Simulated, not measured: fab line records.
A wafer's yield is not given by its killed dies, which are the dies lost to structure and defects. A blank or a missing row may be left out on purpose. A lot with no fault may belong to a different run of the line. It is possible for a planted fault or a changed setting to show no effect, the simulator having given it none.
fab line records ; flow n5-finfet
record lots=5; wafers=15; last-day=17
route steps=1938 shown BEOL_M9@1437 BEOL_M10@1470 BEOL_M15@1830
lots untouched by any fault: they come from a run of this same line in which no faults occurred
start-h: hours from the record's opening day to when the first of the lot's shown wafers began ; wait-h: hours from the lot's prior step to this one ; " unchanged from the row above ; L1.1+2: several wafers, shown together as one row ; - no value, or no start was given ; * or withheld: withheld ; < > ~ a bound
route shown NAME@n: NAME is a module with steps in the file, n the number in the route of the first one ; usual: average and standard deviation across the fault-free wafers ; same: alike in all rows ; chamber/n: place in a boat ; sites: the reading at each site ; _std_site: how widely they spread, as a standard deviation ; _edge_site: outer sites' mean less inner sites' ; radius-mm: how far each site lies from the wafer's centre ; mask NAME#n: copy n ; behind: tool/chamber where the wafer was last shaped ; hold: why the lot was held/for how many hours/how that ended ; device: which transistor (n, p or np) failed to switch ; end of line: at the end of the route, the tests of the same wafers ; a step without rows: its recipe alone ; killed: the dies lost at the first sort to structure and to defects; this is not the yield of the wafer ; map: a wafer's dies, x killed, . not, _ none there
set.NAME: setting as actually run; set.NAME@STEP: the setting as run at that earlier step ; model.NAME: the simulator's own value behind a step, which no gauge read
a table for each step, a row for each wafer; lots at some steps of the route
services: the hour from which a tool's chamber was out of use, counted from the record's first day as start-h (under 0 if before that day), plus the number of hours and why
## steps
# step N5_BEOL_M9_DESCUM_33
# recipe chemistry=O2; time-s=7; source-power-w=50; bias-power-w=20; pressure-mtorr=20; rf-frequency-hz=2.712e+07; temp-c=40; resist=CAR-EUV; o2-flow-sccm=225
# step N5_BEOL_M9_ETCH_76
# recipe chemistry=N2/H2; target=underlayer; target-depth-a=65; mask-material=CAR-EUV; time-s=5.2; ion-energy-ev=200; pressure-mtorr=30; source-w=840; bias-w=150; n2-flow-sccm=200; h2-flow-sccm=200; ends=cleared
# step N5_BEOL_M9_ETCH_65
# recipe chemistry=CF4; target=SiARC; target-depth-a=156; mask-material=CAR-EUV; time-s=26; ion-energy-ev=80; pressure-mtorr=40; source-w=545; bias-w=36; Ar_flow_sccm=100; cf4-flow-sccm=100; ends=cleared
# step N5_BEOL_M9_ETCH_66
# recipe chemistry=N2/H2; target=SOC; target-depth-a=800; overetch-a=160; mask-material=SiARC; temp-c=40; time-s=120; ion-energy-ev=200; pressure-mtorr=30; source-w=840; bias-w=150; n2-flow-sccm=200; h2-flow-sccm=200
# step N5_BEOL_M9_STRIP_69
# recipe chemistry=N2/H2; temp-c=40; n2-flow-sccm=200; h2-flow-sccm=200; rf-frequency-hz=6e+07
# step N5_BEOL_M9_STRIP_77
# recipe chemistry=N2/H2; temp-c=40; n2-flow-sccm=200; h2-flow-sccm=200; rf-frequency-hz=6e+07
# step N5_BEOL_M9_VIA_ETCH_34
# recipe chemistry=C4F6/O2; target=SiCOH_lowk; target-depth-a=1824; mask-material=SOC; taper-deg=4; time-s=68.4; ion-energy-ev=250; pressure-mtorr=30; source-w=345; bias-w=185; Ar_flow_sccm=300; C4F6_flow_sccm=10; O2_flow_sccm=10
# step N5_BEOL_M9_STRIP_73
# recipe chemistry=C4F6/O2; resist=SiARC; rf-frequency-hz=6e+07
# step N5_BEOL_M9_STRIP_36
# recipe chemistry=N2/H2; power-w=450; temp-c=40; pressure-mtorr=20; rf-frequency-hz=6e+07; overash-fraction=0.3; bias-power-w=7; h2-frac=0.5; n2-flow-sccm=200; h2-flow-sccm=200
# step N5_BEOL_M9_TRENCH_ETCH_37
# recipe chemistry=C4F6/O2; target-depth-a=1514.3; target=SiCOH_lowk; time-s=49; ion-energy-ev=250; pressure-mtorr=30; source-w=345; bias-w=185; Ar_flow_sccm=300; C4F6_flow_sccm=10; O2_flow_sccm=10
# usual C4F6_flow_sccm=10.00/0.032; O2_flow_sccm=10.00/0.032; drypump-motor-current-A=5.7/0.43; oes-product-au=0.73/0.063; rf-vpp-V=669/13; run-length-s=72.3/0.41; showerhead-plenum-p-Torr=2.84/0.1; throttle-valve-pct=21.02/0.2; time-s=49/0
lot.wafer;tool;chamber;start-h;wait-h;C4F6_flow_sccm;O2_flow_sccm;drypump-motor-current-A;oes-product-au;rf-hours-counter-h;rf-vpp-V;run-length-s;showerhead-plenum-p-Torr;throttle-valve-pct;time-s;model.etch.depth-nm;model.BEOL_M9.feature-depth-nm;model.TiN_of_BEOL_M9_HM_DEP_02.thk-nm
L445.2;rie-diel-05;0;268.05;-;9.98;9.97;5.9;0.81;99;694;71.6;2.99;21.03;49;152.3;152.4;15.6
L445.4;rie-diel-05;1;268.05;-;9.96;9.98;5.7;0.70;199;677;72.2;2.73;21.46;49;147.6;147.6;16
L445.5;rie-diel-05;2;268.05;-;10.01;10.04;5.6;0.69;-;643;71.9;2.94;21.04;49;147.9;148;15.8
L448.3;rie-diel-01;0;290.33;-;9.99;10.03;6.0;0.75;182;664;72.3;2.72;21.12;49;148.6;148.6;16
L448.4;rie-diel-01;2;290.33;-;10.00;9.98;5.9;0.70;217;691;72.9;2.94;21.19;49;147.6;147.6;15.6
L448.6;rie-diel-01;1;290.33;-;10.02;9.99;6.5;0.85;-;662;72.1;2.86;20.72;49;152.1;152;15.4
L453.4;rie-diel-02;2;313.23;-;10.06;10.00;5.0;0.71;225;668;60.3;2.80;20.80;34.3;105.3;105.2;17
L453.5;rie-diel-02;1;313.23;-;9.99;9.98;6.1;0.69;-;665;61.0;2.93;21.00;34.3;104.9;105;17.2
L453.6;rie-diel-02;2;313.23;-;10.05;10.02;4.9;0.71;-;669;60.4;2.80;20.79;34.3;106.1;106.2;17.4
L454.1;rie-diel-02;2;313.65;-;10.00;9.97;4.9;0.70;225;669;60.1;2.80;20.83;34.3;106;106;17
L454.3;rie-diel-02;1;313.65;-;9.97;9.97;6.2;0.69;228;665;61.2;2.93;21.00;34.3;104.5;104.4;17
L454.6;rie-diel-02;1;313.65;-;10.02;9.99;6.1;0.69;-;665;60.8;2.93;21.01;34.3;104.8;104.8;17
L457.3;rie-diel-05;0;343.56;-;9.96;9.99;5.9;0.80;124;695;59.9;2.98;21.06;34.3;107.6;107.6;16.8
L457.4;rie-diel-05;2;343.56;-;10.01;9.93;5.6;0.94;4;643;60.4;2.93;20.68;34.3;104.5;104.4;17.2
L457.6;rie-diel-05;2;343.56;-;10.03;9.97;5.6;0.93;-;644;60.7;2.93;20.67;34.3;104.2;104.2;17
# step N5_BEOL_M9_ETCH_41
# recipe chemistry=CH3F/O2; target=SiCN; target-depth-a=366; taper-deg=2; time-s=70.1; ion-energy-ev=120; mask-material=TiN; pressure-mtorr=30; source-w=395; bias-w=75; Ar_flow_sccm=150; CH3F_flow_sccm=30; O2_flow_sccm=20
# step N5_BEOL_M9_STRIP_80
# recipe chemistry=N2/H2; time-s=10; power-w=450; temp-c=40; pressure-mtorr=20; rf-frequency-hz=6e+07; bias-power-w=7; n2-flow-sccm=200; h2-flow-sccm=200
# step N5_BEOL_M9_OCD_MEAS_38
# usual trench-depth-nm=149.9/2.5
lot.wafer;tool;chamber;start-h;wait-h;trench-depth-nm
L445.2;ocd-02;-;268.22;-;153.0
L445.4;ocd-02;-;268.22;-;147.4
L445.5;ocd-02;-;268.22;-;147.6
L448.3;ocd-01;-;290.51;-;148.6
L448.4;ocd-01;-;290.51;-;147.9
L448.6;ocd-01;-;290.51;-;152.3
L453.4;ocd-01;-;313.40;-;105.4
L453.5;ocd-01;-;313.40;-;104.4
L453.6;ocd-01;-;313.40;-;106.2
L454.1;ocd-02;-;313.83;-;105.8
L454.3;ocd-02;-;313.83;-;104.3
L454.6;ocd-02;-;313.83;-;104.5
L457.3;ocd-01;-;343.74;-;108.0
L457.4;ocd-01;-;343.74;-;104.3
L457.6;ocd-01;-;343.74;-;104.0
# step N5_BEOL_M9_HM_STRIP_39
# recipe chemistry=peroxide-tin-strip; material=TiN; target-depth-a=250; temp-c=50; time-s=158
# step N5_BEOL_M9_SRD_40
# recipe time-s=30; temp-c=23; rinse-liquid=diw; dry=ipa-marangoni
# step N5_BEOL_M9_PRECLEAN_42
# recipe chemistry=residue-remover; time-s=60; temp-c=40
# step N5_BEOL_M9_SRD_43
# recipe time-s=30; temp-c=23; rinse-liquid=diw; dry=ipa-marangoni
# step N5_BEOL_M9_CURE_72
# recipe temp-c=370; time-s=120; ambient=DMADMS/He; material=SiCOH_lowk
# step N5_BEOL_M9_DEGAS_44
# recipe ambient=vacuum; temp-c=250; time-s=60
# step N5_BEOL_M9_PRE_CLEAN_45
# recipe gas=H2/He; time-s=30; temp-c=250
# step N5_BEOL_M9_ALD_74
# recipe material=TaN; target-thk-a=20; temp-c=275; ald-precursor-family=PDMAT; ald-co-reactant=NH3; pressure-torr=3; carrier-flow-sccm=1500; pulse-time-s=2; purge-time-s=3; co-reactant-purge-time-s=2; co-reactant-pulse-time-s=3; ald-cycles=40; precursor-vessel-temp-c=75; precursor-vessel-pressure-torr=26.25; precursor-vessel-carrier-sccm=1000
# step N5_BEOL_M9_SURFACE_TREAT_79
# recipe gas=Ar; time-s=*; ion-energy-ev=*; ion-current-ma-cm2=0.5; pressure-mtorr=*; ar-flow-sccm=30
# step N5_BEOL_M9_CVD_78
# recipe material=Co; target-thk-a=20; temp-c=withheld; precursor=CCTBA/H2; pressure-torr=30; time-s=138.9
# step N5_BEOL_M9_SPUTTER_48
# recipe material=Cu; target-thk-a=120; temp-c=-20; bias-v=60; power-w=26000; chamber-pressure-pa=0.13; time-s=2
# step N5_BEOL_M9_ECD_50
# recipe material=Cu; target-thk-a=3180
# step N5_BEOL_M9_ANNEAL_51
# recipe temp-c=225; time-s=90; ambient=N2
# step N5_BEOL_M9_CMP_52
# recipe stop-on=SiCOH_lowk; t-overpolish-s=7; down-force-psi=1; platen-rpm=50; clearing-platen-down-force-psi=1.5; clearing-platen-rpm=50; post-cmp-clean=cu-alkaline; target-thk-nm=140; clearing-platen-pad-velocity-m-s=0.99484; pad-velocity-m-s=0.99484
# usual motor-current-A=6.0/0.72
lot.wafer;tool;chamber;start-h;wait-h;motor-current-A;model.Cu_of_BEOL_M9_ECD_50.thk-nm
L445.4;cmp-04;3;270.44;0.1;4.6;136.2
L445.2;cmp-04;1;270.44;0.1;7.0;140
L445.5;cmp-04;0;270.44;0.1;5.3;136.2
L448.3;cmp-02;1;293.06;0.2;6.5;136.6
L448.4;cmp-02;3;293.06;0.2;5.9;135.2
L448.6;cmp-02;1;293.06;0.2;5.9;140.4
L453.4;cmp-03;0;315.53;0.2;6.5;92.6
L453.6;cmp-03;3;315.53;0.2;6.6;93.2
L453.5;cmp-03;0;315.53;0.2;6.5;92
L454.3;cmp-03;1;316.54;0.3;6.0;91.4
L454.1;cmp-03;2;316.54;0.3;6.6;94.6
L454.6;cmp-03;3;316.54;0.3;6.4;91
L457.4;cmp-04;0;345.63;0.1;5.5;92
L457.3;cmp-04;2;345.63;0.1;6.8;95.8
L457.6;cmp-04;0;345.63;0.1;5.5;91.2
# step N5_BEOL_M9_THK_MEAS_53
# recipe thk-meas-gauge=xrf; reads=Cu_of_BEOL_M9_ECD_50
# usual M9_THK=137.4/2.8
lot.wafer;tool;chamber;start-h;wait-h;M9_THK[nm]
L445.2;film-metro-01;-;270.73;-;138.6
L445.4;film-metro-01;-;270.73;-;134.7
L445.5;film-metro-01;-;270.73;-;135.4
L448.3;film-metro-02;-;293.32;-;136.6
L448.4;film-metro-02;-;293.32;-;135.7
L448.6;film-metro-02;-;293.32;-;141.2
L453.4;film-metro-02;-;315.79;-;92.8
L453.5;film-metro-02;-;315.79;-;92.2
L453.6;film-metro-02;-;315.79;-;93.6
L454.1;film-metro-02;-;316.76;-;94.6
L454.3;film-metro-02;-;316.76;-;91.3
L454.6;film-metro-02;-;316.76;-;91.0
L457.3;film-metro-02;-;345.93;-;96.3
L457.4;film-metro-02;-;345.93;-;92.3
L457.6;film-metro-02;-;345.93;-;91.7
# step N5_BEOL_M9_PRE_CLEAN_55
# recipe gas=NH3; time-s=15; temp-c=withheld; rf-power-w=300
# step N5_BEOL_M9_DEP_56
# recipe material=SiCN; target-thk-a=150; temp-c=withheld; precursor=3MS/NH3; pressure-torr=3; rf-w=202; time-s=26.5
# step N5_BEOL_M9_RS_MEAS_57
# recipe thk-meas-gauge=four-point-probe; reads=Cu_of_BEOL_M9_ECD_50+Co_of_BEOL_M9_CVD_78+TaN_of_BEOL_M9_ALD_74
# usual M9_RS=0.153/0.0033
lot.wafer;tool;chamber;start-h;wait-h;M9_RS[ohm/sq]
L445.2;film-metro-02;-;270.87;0.1;0.151
L445.4;film-metro-02;-;270.87;0.1;0.155
L445.5;film-metro-02;-;270.87;0.1;0.156
L448.3;film-metro-02;-;293.46;0.1;0.155
L448.4;film-metro-02;-;293.46;0.1;0.157
L448.6;film-metro-02;-;293.46;0.1;0.150
L453.4;film-metro-02;-;315.92;0.0;0.241
L453.5;film-metro-02;-;315.92;0.0;0.243
L453.6;film-metro-02;-;315.92;0.0;0.239
L454.1;film-metro-02;-;316.90;0.1;0.234
L454.3;film-metro-02;-;316.90;0.1;0.244
L454.6;film-metro-02;-;316.90;0.1;0.246
L457.3;film-metro-02;-;346.07;0.1;0.231
L457.4;film-metro-02;-;346.07;0.1;0.242
L457.6;film-metro-02;-;346.07;0.1;0.244
# step N5_BEOL_M10_ILD_DEP_00
# recipe material=SiCOH_lowk; target-thk-a=3085.1; temp-c=300; precursor=DEMS/porogen; pressure-torr=5; rf-w=500; time-s=58
# step N5_BEOL_M10_CURE_71
# recipe temp-c=385; time-s=240; ambient=He/Ar; material=SiCOH_lowk
# step N5_BEOL_M10_PECVD_70
# recipe material=SiO2; target-thk-a=200; temp-c=400; precursor=TEOS/O2; pressure-torr=5.5; rf-w=450; teos-flow-sccm=53.8; gas=O2; flow-sccm=3000; time-s=22.7
# step N5_BEOL_M10_HM_DEP_02
# recipe material=TiN; target-thk-a=200; temp-c=25; chamber-pressure-pa=0.49996
# step N5_BEOL_M10_COAT_59
# recipe resist=SOC; temp-c=250; time-s=60; spin-rpm=1500; resist-thk-nm=100
# step N5_BEOL_M15_RC_MEAS_101
# usual COMB_M10=1.5e-11/3.2e-12; COMB_M11=1.5e-11/3.4e-12; COMB_M12=6.7e-12/1.7e-12; COMB_M12_max_site=9.4e-12/2.4e-12; COMB_M13=5e-12/1.7e-12; COMB_M14=3.6e-12/1.5e-12; COMB_M15=2.7e-12/1.2e-12; COMB_M5=3.6e-11/7.4e-12; COMB_M6=2.6e-11/5.6e-12; COMB_M7=2.6e-11/5.3e-12; COMB_M8=2.7e-11/4.8e-12; SERP_M10=3.07/0.086; SERP_M11=3.12/0.089; SERP_M12=0.639/0.018; SERP_M13=0.311/0.0074; SERP_M14=0.161/0.0042; SERP_M5=39.3/1.6; SERP_M6=13.8/0.53; SERP_M7=14.0/0.6; SERP_M8=13.8/0.55; SERP_M9=3.11/0.072; SERP_M9_max_site=3.22/0.091
lot.wafer;tool;chamber;start-h;wait-h;COMB_M10[S/m];COMB_M11[S/m];COMB_M12[S/m];COMB_M12_max_site[S/m];COMB_M13[S/m];COMB_M14[S/m];COMB_M15[S/m];COMB_M5[S/m];COMB_M6[S/m];COMB_M7[S/m];COMB_M8[S/m];SERP_M10[ohm/um];SERP_M11[ohm/um];SERP_M12[ohm/um];SERP_M13[ohm/um];SERP_M14[ohm/um];SERP_M5[ohm/um];SERP_M6[ohm/um];SERP_M7[ohm/um];SERP_M8[ohm/um];SERP_M9[ohm/um];SERP_M9_max_site[ohm/um]
L445.2;prober-01;0;318.52;0.2;1.5e-11;1.5e-11;8e-12;1.05e-11;7.9e-12;5e-12;3.3e-12;2.7e-11;3e-11;2.4e-11;2.7e-11;3.07;3.20;0.621;0.305;0.157;39.4;14.7;14.7;12.7;3.06;3.20
L445.4;prober-01;0;318.52;0.2;1.7e-11;1.2e-11;6.9e-12;9.8e-12;7e-12;4.9e-12;3.1e-12;3e-11;3.5e-11;1.9e-11;2.8e-11;2.95;3.15;0.625;0.314;0.163;39.0;13.8;14.5;13.1;3.08;3.24
L445.5;prober-01;0;318.52;0.2;1.8e-11;1.2e-11;6.2e-12;7.4e-12;8.3e-12;4.1e-12;3.4e-12;3.4e-11;2.4e-11;2.4e-11;2.3e-11;3.12;3.20;0.628;0.314;0.152;39.7;13.9;15.3;12.8;3.17;3.21
L448.3;prober-01;0;338.77;0.3;1.9e-11;1.6e-11;1.04e-11;1.23e-11;5.4e-12;5.6e-12;3.2e-12;2.3e-11;2.6e-11;2.5e-11;2.3e-11;3.18;3.12;0.656;0.313;0.164;39.7;14.5;14.1;13.8;3.22;3.29
L448.4;prober-01;0;338.77;0.3;1.1e-11;1.8e-11;9.4e-12;1.23e-11;6.5e-12;5.5e-12;4e-12;5.1e-11;3.2e-11;2.4e-11;2.8e-11;3.04;3.21;0.652;0.315;0.153;39.1;13.9;13.2;14.2;3.24;3.32
L448.6;prober-01;0;338.77;0.3;1.5e-11;1.2e-11;8.7e-12;1.03e-11;7e-12;4.8e-12;3.9e-12;3.2e-11;3.3e-11;2.8e-11;3.1e-11;3.13;3.16;0.648;0.303;0.163;38.7;14.7;14.7;14.2;3.02;3.07
L454.1;prober-02;0;360.99;0.0;1.6e-11;1.9e-11;4.9e-12;6.7e-12;4.6e-12;2.4e-12;1.8e-12;4.5e-11;2.6e-11;3.1e-11;3.9e-11;3.17;3.21;0.669;0.310;0.156;42.4;13.2;13.8;13.4;4.78;4.90
L454.3;prober-02;0;360.99;0.0;1.4e-11;1.5e-11;5.7e-12;6.4e-12;4.7e-12;3e-12;1.5e-12;3.9e-11;2.8e-11;2.3e-11;2.5e-11;3.05;3.02;0.628;0.321;0.158;41.9;13.4;12.8;14.2;4.81;5.02
L454.6;prober-02;0;360.99;0.0;1.2e-11;1e-11;5.8e-12;9e-12;4.2e-12;2.1e-12;4e-13;5.7e-11;2e-11;1.9e-11;2.7e-11;2.99;3.19;0.653;0.309;0.157;40.5;12.7;14.2;13.1;4.96;5.19
L453.4;prober-01;0;361.15;0.5;1.7e-11;1.6e-11;8.7e-12;1.35e-11;6.2e-12;5.7e-12;3.2e-12;3.9e-11;2.7e-11;2e-11;2.5e-11;3.17;3.12;0.634;0.307;0.157;41.1;12.8;13.5;13.4;4.81;4.94
L453.5;prober-01;0;361.15;0.5;1.7e-11;1.5e-11;9.8e-12;1.5e-11;5.6e-12;5.9e-12;4.4e-12;2.8e-11;2.8e-11;2.4e-11;2.2e-11;3.22;3.00;0.626;0.320;0.155;40.1;13.4;13.1;13.8;4.85;5.15
L453.6;prober-01;0;361.15;0.5;1.7e-11;1.5e-11;9.1e-12;1.16e-11;6.1e-12;4.9e-12;3.9e-12;3.6e-11;3.1e-11;3.3e-11;3.4e-11;3.09;3.05;0.616;0.304;0.155;40.3;13.3;14.0;13.7;4.72;4.97
L457.3;prober-01;0;392.22;0.6;1.3e-11;1.8e-11;7.8e-12;1.26e-11;4.8e-12;4.8e-12;3.9e-12;3.5e-11;2.9e-11;3.1e-11;2.8e-11;3.11;3.03;0.646;0.316;0.163;38.6;14.7;14.9;14.0;4.66;4.85
L457.4;prober-01;0;392.22;0.6;1.8e-11;1.8e-11;8e-12;1.05e-11;7.2e-12;5.6e-12;3.4e-12;3.3e-11;2.6e-11;2.2e-11;3.5e-11;2.95;3.05;0.622;0.313;0.160;40.7;14.2;13.3;13.5;4.86;5.31
L457.6;prober-01;0;392.22;0.6;1.7e-11;1.3e-11;6.1e-12;8.4e-12;5.4e-12;5.4e-12;3.1e-12;4.7e-11;2.8e-11;2.7e-11;3.3e-11;3.05;2.97;0.618;0.315;0.154;38.5;13.8;14.2;14.6;5.05;5.33
# sites SERP_M9 radius-mm=0,75,75,75,75,140,140,140,140
L445.2 3.00 3.05 3.08 3.07 2.99 3.06 3.09 3.20 3.06
L448.3 3.29 3.24 3.22 3.28 3.23 3.02 2.98 3.03 2.94
L454.1 4.64 4.68 4.86 4.73 4.75 4.81 4.90 4.81 4.78
L453.4 4.58 4.74 4.83 4.76 4.81 4.76 4.94 4.86 4.82
L457.3 4.59 4.58 4.60 4.61 4.66 4.76 4.79 4.85 4.66
## services
tool;chamber;start-h;hours;kind
cmp-04;-;265.77;0.9;repair
cmp-02;-;280.02;0.6;repair
rie-diel-05;3;291.67;-;clean
rie-diel-05;3;291.67;-;consumable-replace:focus-ring
rie-diel-05;3;291.67;12.5;scheduled-down
rie-diel-05;3;291.67;12.5;vent-cycle
cmp-03;-;294.90;1.3;repair
rie-diel-05;2;312.84;-;clean
rie-diel-05;2;312.84;-;consumable-replace:focus-ring
rie-diel-05;2;312.84;16.0;scheduled-down
rie-diel-05;2;312.84;16.0;vent-cycle
cmp-03;-;320.45;4.0;pm
cmp-02;-;320.82;2.2;repair
cmp-03;-;324.45;-;consumable-replace:conditioner
cmp-03;-;324.45;-;consumable-replace:pad
cmp-03;-;327.85;5.0;pm
cmp-02;-;330.30;0.2;repair
cmp-03;-;332.90;6.2;pm
## key
first-sign step=N5_BEOL_M9_TRENCH_ETCH_37; reading=time-s; direction=down; sigmas=99+; usual=*; struck=*
effect step=N5_BEOL_M9_TRENCH_ETCH_37; reading=run-length-s; direction=down; sigmas=29; usual=*; struck=*
effect step=N5_BEOL_M9_OCD_MEAS_38; reading=trench-depth-nm; direction=down; sigmas=18; usual=149.9; struck=105.2
effect step=N5_BEOL_M9_THK_MEAS_53; reading=M9_THK; direction=down; sigmas=16; usual=137.4; struck=92.9
effect step=N5_BEOL_M9_RS_MEAS_57; reading=M9_RS; direction=up; sigmas=26; usual=0.153; struck=0.241
effect step=N5_BEOL_M15_RC_MEAS_101; reading=SERP_M9; direction=up; sigmas=24; usual=3.11; struck=4.83
model-effect step=N5_BEOL_M9_TRENCH_ETCH_37; value=etch.depth-nm; without=150.4; struck=105.3
model-effect step=N5_BEOL_M9_CMP_52; value=Cu_of_BEOL_M9_ECD_50.thk-nm; without=137.8; struck=92.64
met-at N5_BEOL_M9_TRENCH_ETCH_37
struck-wafers L453.4,L453.5,L453.6,L454.1,L454.3,L454.6,L457.3,L457.4,L457.6
sort-left-out L453.4,L453.5,L453.6,L454.1,L454.3,L454.6,L457.3,L457.4,L457.6
onset-between 290.33 313.23
fault kind=recipe-version-skew; tool=rie-diel-01,rie-diel-02,rie-diel-05; chamber=-; onset-h=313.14; steps=N5_BEOL_M9_TRENCH_ETCH_37; wrong-recipe.time-s=*
# sort-left-out: the simulated sort isn't trusted on such a fault, so these wafers' sort isn't shown, and their yield isn't known
